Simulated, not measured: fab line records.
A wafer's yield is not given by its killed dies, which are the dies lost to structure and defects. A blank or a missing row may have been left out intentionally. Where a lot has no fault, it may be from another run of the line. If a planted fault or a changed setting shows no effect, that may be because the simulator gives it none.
Which tool was responsible? :: flow nand-harc :: Sampling: 12 lots, 36 wafers, 5 of 1302 route steps

## WHAT THE GAUGES SHOWED, per wafer
NHARC_END_SORT_01. Usual: killed-at-array 59, standard deviation 20; killed-at-other 0.8, standard deviation 1.2; killed-at-periphery 3.5, standard deviation 2.2; killed-dies 63, standard deviation 20; killed-open 3.3, standard deviation 1.8; killed-short 2.6, standard deviation 1.7.
lot: L939
measured: day 24 00:41
on: prober-01
killed-at-array: 40 40 36
killed-at-other: 0 1 0
killed-at-periphery: 0 1 6
killed-dies: 40 42 42
killed-open: 2 1 2
killed-short: 3 0 2
flag: 

lot: L940
measured: day 24 16:27
on: prober-01
killed-at-array: 50 50 53
killed-at-other: 0 0 0
killed-at-periphery: 2 2 6
killed-dies: 52 52 59
killed-open: 3 1 3
killed-short: 4 0 1
flag: 

lot: L942
measured: day 25 16:22
on: prober-01
killed-at-array: 71 68 79
killed-at-other: 0 0 0
killed-at-periphery: 2 3 0
killed-dies: 73 71 79
killed-open: 0 5 2
killed-short: 1 2 1
flag: 

lot: L944
measured: day 27 03:50
on: prober-02
killed-at-array: 55 53 69
killed-at-other: 0 0 0
killed-at-periphery: 4 6 4
killed-dies: 59 59 73
killed-open: 2 3 3
killed-short: 1 1 8
flag: 

lot: L945
measured: day 27 04:40
on: prober-01
killed-at-array: 87 74 84
killed-at-other: 4 2 3
killed-at-periphery: 2 3 4
killed-dies: 93 79 91
killed-open: 1 2 6
killed-short: 4 5 3
flag: 

lot: L949
measured: day 28 23:28
on: prober-02
killed-at-array: 33 38 28
killed-at-other: 0 3 0
killed-at-periphery: 3 5 4
killed-dies: 36 46 32
killed-open: 4 8 2
killed-short: 2 1 3
flag: 

lot: L950
measured: day 28 16:50
on: prober-01
killed-at-array: 51 40 52
killed-at-other: 0 1 0
killed-at-periphery: 7 4 4
killed-dies: 58 45 56
killed-open: 3 0 1
killed-short: 1 1 1
flag: 

lot: L951
measured: day 29 07:23
on: prober-01
killed-at-array: 100 99 93
killed-at-other: 1 0 0
killed-at-periphery: 1 1 1
killed-dies: 102 100 94
killed-open: 1 4 4
killed-short: 5 4 1
flag: 

lot: L959
measured: day 33 00:58
on: prober-02
killed-at-array: 39 42 40
killed-at-other: 0 0 0
killed-at-periphery: 6 8 8
killed-dies: 45 50 48
killed-open: 7 2 5
killed-short: 2 2 5
flag: 

lot: L960
measured: day 33 09:48
on: prober-01
killed-at-array: 51 45 45
killed-at-other: 0 1 1
killed-at-periphery: 5 3 6
killed-dies: 56 49 52
killed-open: 2 2 5
killed-short: 3 0 3
flag: 

lot: L961
measured: day 34 04:30
on: prober-02
killed-at-array: 75 66 84
killed-at-other: 1 3 0
killed-at-periphery: 6 3 4
killed-dies: 82 72 88
killed-open: 3 2 1
killed-short: 3 6 1
flag: 

lot: L962
measured: day 35 00:32
on: prober-01
killed-at-array: 61 68 66
killed-at-other: 0 0 0
killed-at-periphery: 1 1 0
killed-dies: 62 69 66
killed-open: 0 3 4
killed-short: 3 0 1
flag: 

## TOOL THAT RAN EACH LOT (tool first, then ch and the chambers of the sampled wafers, then the start)
lot: L939
NHARC_A_CHANNEL_HOLE_D2_ETCH_20: har-etch-02 ch 0,1, day 12 22:21
NHARC_A_CHANNEL_HOLE_D2_ETCH_22: har-etch-02 ch 0,1, day 12 23:09
NHARC_A_CHANNEL_FILL_D2_ALD_02: ald-hk-04 ch 0,2,3, day 13 04:19
NHARC_A_CHANNEL_FILL_D2_ALD_16: ald-hk-03 ch 2,3, day 13 16:24

lot: L940
NHARC_A_CHANNEL_HOLE_D2_ETCH_20: har-etch-01 ch 0,1, day 13 13:36
NHARC_A_CHANNEL_HOLE_D2_ETCH_22: har-etch-01 ch 0,1, day 13 14:22
NHARC_A_CHANNEL_FILL_D2_ALD_02: ald-hk-01 ch 0,1,3, day 13 19:43
NHARC_A_CHANNEL_FILL_D2_ALD_16: ald-hk-03 ch 1,2,3, day 14 07:46

lot: L942
NHARC_A_CHANNEL_HOLE_D2_ETCH_20: har-etch-01 ch 0,1, day 14 19:50
NHARC_A_CHANNEL_HOLE_D2_ETCH_22: har-etch-01 ch 0,1, day 14 20:35
NHARC_A_CHANNEL_FILL_D2_ALD_02: ald-hk-03 ch 0,2, day 15 01:47
NHARC_A_CHANNEL_FILL_D2_ALD_16: ald-hk-01 ch 0,1, day 15 13:57

lot: L944
NHARC_A_CHANNEL_HOLE_D2_ETCH_20: har-etch-01 ch 0,1, day 15 13:28
NHARC_A_CHANNEL_HOLE_D2_ETCH_22: har-etch-01 ch 0,1, day 15 14:16
NHARC_A_CHANNEL_FILL_D2_ALD_02: ald-hk-01 ch 0,1,3, day 15 19:11
NHARC_A_CHANNEL_FILL_D2_ALD_16: ald-hk-01 ch 0,1,3, day 16 07:18

lot: L945
NHARC_A_CHANNEL_HOLE_D2_ETCH_20: har-etch-02 ch 0,1, day 15 18:14
NHARC_A_CHANNEL_HOLE_D2_ETCH_22: har-etch-02 ch 0,1, day 15 19:08
NHARC_A_CHANNEL_FILL_D2_ALD_02: ald-hk-03 ch 1,2,3, day 16 00:07
NHARC_A_CHANNEL_FILL_D2_ALD_16: ald-hk-01 ch 0,2,3, day 16 12:38

lot: L949
NHARC_A_CHANNEL_HOLE_D2_ETCH_20: har-etch-01 ch 0,1, day 17 17:44
NHARC_A_CHANNEL_HOLE_D2_ETCH_22: har-etch-01 ch 0,1, day 17 18:32
NHARC_A_CHANNEL_FILL_D2_ALD_02: ald-hk-04 ch 0,3, day 17 23:34
NHARC_A_CHANNEL_FILL_D2_ALD_16: ald-hk-03 ch 0,1,2, day 18 11:44

lot: L950
NHARC_A_CHANNEL_HOLE_D2_ETCH_20: har-etch-02 ch 0,1, day 17 21:11
NHARC_A_CHANNEL_HOLE_D2_ETCH_22: har-etch-02 ch 0,1, day 17 21:56
NHARC_A_CHANNEL_FILL_D2_ALD_02: ald-hk-04 ch 1,2, day 18 03:00
NHARC_A_CHANNEL_FILL_D2_ALD_16: ald-hk-03 ch 0,2, day 18 15:25

lot: L951
NHARC_A_CHANNEL_HOLE_D2_ETCH_20: har-etch-01 ch 0,1, day 17 21:52
NHARC_A_CHANNEL_HOLE_D2_ETCH_22: har-etch-01 ch 0,1, day 17 22:37
NHARC_A_CHANNEL_FILL_D2_ALD_02: ald-hk-01 ch 0,2,3, day 18 03:43
NHARC_A_CHANNEL_FILL_D2_ALD_16: ald-hk-03 ch 0,1, day 18 15:15

lot: L959
NHARC_A_CHANNEL_HOLE_D2_ETCH_20: har-etch-02 ch 0,1, day 21 23:25
NHARC_A_CHANNEL_HOLE_D2_ETCH_22: har-etch-02 ch 0,1, day 22 00:13
NHARC_A_CHANNEL_FILL_D2_ALD_02: ald-hk-03 ch 1,2,3, day 22 05:13
NHARC_A_CHANNEL_FILL_D2_ALD_16: ald-hk-04 ch 0,2, day 22 17:20

lot: L960
NHARC_A_CHANNEL_HOLE_D2_ETCH_20: har-etch-02 ch 0,1, day 22 07:40
NHARC_A_CHANNEL_HOLE_D2_ETCH_22: har-etch-02 ch 0,1, day 22 08:26
NHARC_A_CHANNEL_FILL_D2_ALD_02: ald-hk-01 ch 0,1,3, day 22 13:32
NHARC_A_CHANNEL_FILL_D2_ALD_16: ald-hk-03 ch 0,1,3, day 23 02:08

lot: L961
NHARC_A_CHANNEL_HOLE_D2_ETCH_20: har-etch-02 ch 0,1, day 22 11:50
NHARC_A_CHANNEL_HOLE_D2_ETCH_22: har-etch-02 ch 0,1, day 22 12:35
NHARC_A_CHANNEL_FILL_D2_ALD_02: ald-hk-03 ch 2,3, day 22 17:52
NHARC_A_CHANNEL_FILL_D2_ALD_16: ald-hk-04 ch 0,3, day 23 05:56

lot: L962
NHARC_A_CHANNEL_HOLE_D2_ETCH_20: har-etch-01 ch 1, day 23 10:15
NHARC_A_CHANNEL_HOLE_D2_ETCH_22: har-etch-01 ch 1, day 23 11:03
NHARC_A_CHANNEL_FILL_D2_ALD_02: ald-hk-04 ch 2,3, day 23 16:00
NHARC_A_CHANNEL_FILL_D2_ALD_16: ald-hk-04 ch 0,2,3, day 24 03:20
- NHARC_A_CHANNEL_HOLE_D2_ETCH_20: etches the open film in C4F8/O2/Ar, time 361.9 s, target depth 1600 nm.
- NHARC_A_CHANNEL_HOLE_D2_ETCH_22: etches the open film in C4F8/O2/Ar, time 666.7 s, target depth 1600 nm.
- NHARC_A_CHANNEL_FILL_D2_ALD_02: deposits SiO2, target thk 6 nm, pulse time 10 s, ald cycles 60.
- NHARC_A_CHANNEL_FILL_D2_ALD_16: deposits SiO2, target thk 1.5 nm, pulse time 10 s, ald cycles 15.

## WHAT THE TOOLS THEMSELVES READ (means of the sampled wafers that have a number; where no wafer has one, the mark that the record gives instead)
NHARC_A_CHANNEL_HOLE_D2_ETCH_20. Usual: drypump-motor-current-A 5.5 A, standard deviation 0.45; showerhead-plenum-p-Torr 3.62 Torr, standard deviation 0.15; throttle-valve-pct 32.154 %, standard deviation 0.0083.
lot: L939
tool: har-etch-02
drypump-motor-current-A (A): 5.3
showerhead-plenum-p-Torr (Torr): 3.48
throttle-valve-pct (%): 32.149
flag: 

lot: L940
tool: har-etch-01
drypump-motor-current-A (A): 6.0
showerhead-plenum-p-Torr (Torr): 3.63
throttle-valve-pct (%): 32.154
flag: 

lot: L942
tool: har-etch-01
drypump-motor-current-A (A): 5.7
showerhead-plenum-p-Torr (Torr): 3.56
throttle-valve-pct (%): 32.145
flag: 

lot: L944
tool: har-etch-01
drypump-motor-current-A (A): 5.7
showerhead-plenum-p-Torr (Torr): 3.55
throttle-valve-pct (%): 32.161
flag: 

lot: L945
tool: har-etch-02
drypump-motor-current-A (A): 5.3
showerhead-plenum-p-Torr (Torr): 3.83
throttle-valve-pct (%): 32.146
flag: 

lot: L949
tool: har-etch-01
drypump-motor-current-A (A): 6.0
showerhead-plenum-p-Torr (Torr): 3.60
throttle-valve-pct (%): 32.158
flag: 

lot: L950
tool: har-etch-02
drypump-motor-current-A (A): 5.1
showerhead-plenum-p-Torr (Torr): 3.71
throttle-valve-pct (%): 32.145
flag: 

lot: L951
tool: har-etch-01
drypump-motor-current-A (A): 6.0
showerhead-plenum-p-Torr (Torr): 3.59
throttle-valve-pct (%): 32.155
flag: 

lot: L959
tool: har-etch-02
drypump-motor-current-A (A): 5.1
showerhead-plenum-p-Torr (Torr): 3.68
throttle-valve-pct (%): 32.151
flag: 

lot: L960
tool: har-etch-02
drypump-motor-current-A (A): 5.1
showerhead-plenum-p-Torr (Torr): 3.68
throttle-valve-pct (%): 32.157
flag: 

lot: L961
tool: har-etch-02
drypump-motor-current-A (A): 5.1
showerhead-plenum-p-Torr (Torr): 3.68
throttle-valve-pct (%): 32.156
flag: 

lot: L962
tool: har-etch-01
drypump-motor-current-A (A): 6.2
showerhead-plenum-p-Torr (Torr): 3.61
throttle-valve-pct (%): 32.157
flag: 

NHARC_A_CHANNEL_HOLE_D2_ETCH_22. Usual: drypump-motor-current-A 5.5 A, standard deviation 0.45; showerhead-plenum-p-Torr 3.62 Torr, standard deviation 0.15; throttle-valve-pct 32.156 %, standard deviation 0.009.
lot: L939
tool: har-etch-02
drypump-motor-current-A (A): 5.3
showerhead-plenum-p-Torr (Torr): 3.48
throttle-valve-pct (%): 32.161
flag: 

lot: L940
tool: har-etch-01
drypump-motor-current-A (A): 6.0
showerhead-plenum-p-Torr (Torr): 3.63
throttle-valve-pct (%): 32.157
flag: 

lot: L942
tool: har-etch-01
drypump-motor-current-A (A): 5.7
showerhead-plenum-p-Torr (Torr): 3.56
throttle-valve-pct (%): 32.160
flag: 

lot: L944
tool: har-etch-01
drypump-motor-current-A (A): 5.7
showerhead-plenum-p-Torr (Torr): 3.55
throttle-valve-pct (%): 32.154
flag: 

lot: L945
tool: har-etch-02
drypump-motor-current-A (A): 5.3
showerhead-plenum-p-Torr (Torr): 3.83
throttle-valve-pct (%): 32.150
flag: 

lot: L949
tool: har-etch-01
drypump-motor-current-A (A): 6.0
showerhead-plenum-p-Torr (Torr): 3.60
throttle-valve-pct (%): 32.165
flag: 

lot: L950
tool: har-etch-02
drypump-motor-current-A (A): 5.1
showerhead-plenum-p-Torr (Torr): 3.71
throttle-valve-pct (%): 32.151
flag: 

lot: L951
tool: har-etch-01
drypump-motor-current-A (A): 6.0
showerhead-plenum-p-Torr (Torr): 3.59
throttle-valve-pct (%): 32.162
flag: 

lot: L959
tool: har-etch-02
drypump-motor-current-A (A): 5.1
showerhead-plenum-p-Torr (Torr): 3.68
throttle-valve-pct (%): 32.148
flag: 

lot: L960
tool: har-etch-02
drypump-motor-current-A (A): 5.1
showerhead-plenum-p-Torr (Torr): 3.68
throttle-valve-pct (%): 32.163
flag: 

lot: L961
tool: har-etch-02
drypump-motor-current-A (A): 5.2
showerhead-plenum-p-Torr (Torr): 3.68
throttle-valve-pct (%): 32.154
flag: 

lot: L962
tool: har-etch-01
drypump-motor-current-A (A): 6.2
showerhead-plenum-p-Torr (Torr): 3.61
throttle-valve-pct (%): 32.156
flag: 

NHARC_A_CHANNEL_FILL_D2_ALD_02. Usual: heater-power-w 463 W, standard deviation 53; precursor-pulse-height-rel 1.000, standard deviation 0.02.
lot: L939
tool: ald-hk-04
heater-power-w (W): 457
precursor-pulse-height-rel: 1.002
flag: 

lot: L940
tool: ald-hk-01
heater-power-w (W): 475
precursor-pulse-height-rel: 0.976
flag: 

lot: L942
tool: ald-hk-03
heater-power-w (W): 474
precursor-pulse-height-rel: 0.997
flag: 

lot: L944
tool: ald-hk-01
heater-power-w (W): 478
precursor-pulse-height-rel: 1.015
flag: 

lot: L945
tool: ald-hk-03
heater-power-w (W): 484
precursor-pulse-height-rel: 1.003
flag: 

lot: L949
tool: ald-hk-04
heater-power-w (W): 488
precursor-pulse-height-rel: 1.004
flag: 

lot: L950
tool: ald-hk-04
heater-power-w (W): 435
precursor-pulse-height-rel: 1.028
flag: 

lot: L951
tool: ald-hk-01
heater-power-w (W): 451
precursor-pulse-height-rel: 0.981
flag: 

lot: L959
tool: ald-hk-03
heater-power-w (W): 477
precursor-pulse-height-rel: 0.990
flag: 

lot: L960
tool: ald-hk-01
heater-power-w (W): 474
precursor-pulse-height-rel: 1.011
flag: 

lot: L961
tool: ald-hk-03
heater-power-w (W): 466
precursor-pulse-height-rel: 0.995
flag: 

lot: L962
tool: ald-hk-04
heater-power-w (W): 406
precursor-pulse-height-rel: 1.007
flag: 

NHARC_A_CHANNEL_FILL_D2_ALD_16. Usual: heater-power-w 465 W, standard deviation 55; precursor-pulse-height-rel 1.003, standard deviation 0.021.
lot: L939
tool: ald-hk-03
heater-power-w (W): 450
precursor-pulse-height-rel: 0.999
flag: 

lot: L940
tool: ald-hk-03
heater-power-w (W): 479
precursor-pulse-height-rel: 1.008
flag: 

lot: L942
tool: ald-hk-01
heater-power-w (W): 458
precursor-pulse-height-rel: 1.003
flag: 

lot: L944
tool: ald-hk-01
heater-power-w (W): 483
precursor-pulse-height-rel: 1.017
flag: 

lot: L945
tool: ald-hk-01
heater-power-w (W): 455
precursor-pulse-height-rel: 1.003
flag: 

lot: L949
tool: ald-hk-03
heater-power-w (W): 483
precursor-pulse-height-rel: 1.018
flag: 

lot: L950
tool: ald-hk-03
heater-power-w (W): 449
precursor-pulse-height-rel: 0.994
flag: 

lot: L951
tool: ald-hk-03
heater-power-w (W): 496
precursor-pulse-height-rel: 0.999
flag: 

lot: L959
tool: ald-hk-04
heater-power-w (W): 510
precursor-pulse-height-rel: 0.981
flag: 

lot: L960
tool: ald-hk-03
heater-power-w (W): 452
precursor-pulse-height-rel: 0.993
flag: 

lot: L961
tool: ald-hk-04
heater-power-w (W): 541
precursor-pulse-height-rel: 0.989
flag: 

lot: L962
tool: ald-hk-04
heater-power-w (W): 463
precursor-pulse-height-rel: 0.994
flag: 

## THE ANSWER, worked out from the rows above alone
Rule: take the mean of a lot's wafers that have a number; if it is more than 3 standard deviations from the usual mean, the lot is off. Also off: a lot with no number at a reading for which 4 or more lots have one. All remaining lots with rows at the step are treated as sound. Order of review: gauges by route order, followed by the tools' own readings, for which a lot's mean as printed above is used. At the first step where some lot is off, the reading lying furthest off is the one used; lots without a number count as furthest.
No lot is off at any reading shown: from this, nothing can be told.

## WHAT THE SIMULATOR HAD PUT IN
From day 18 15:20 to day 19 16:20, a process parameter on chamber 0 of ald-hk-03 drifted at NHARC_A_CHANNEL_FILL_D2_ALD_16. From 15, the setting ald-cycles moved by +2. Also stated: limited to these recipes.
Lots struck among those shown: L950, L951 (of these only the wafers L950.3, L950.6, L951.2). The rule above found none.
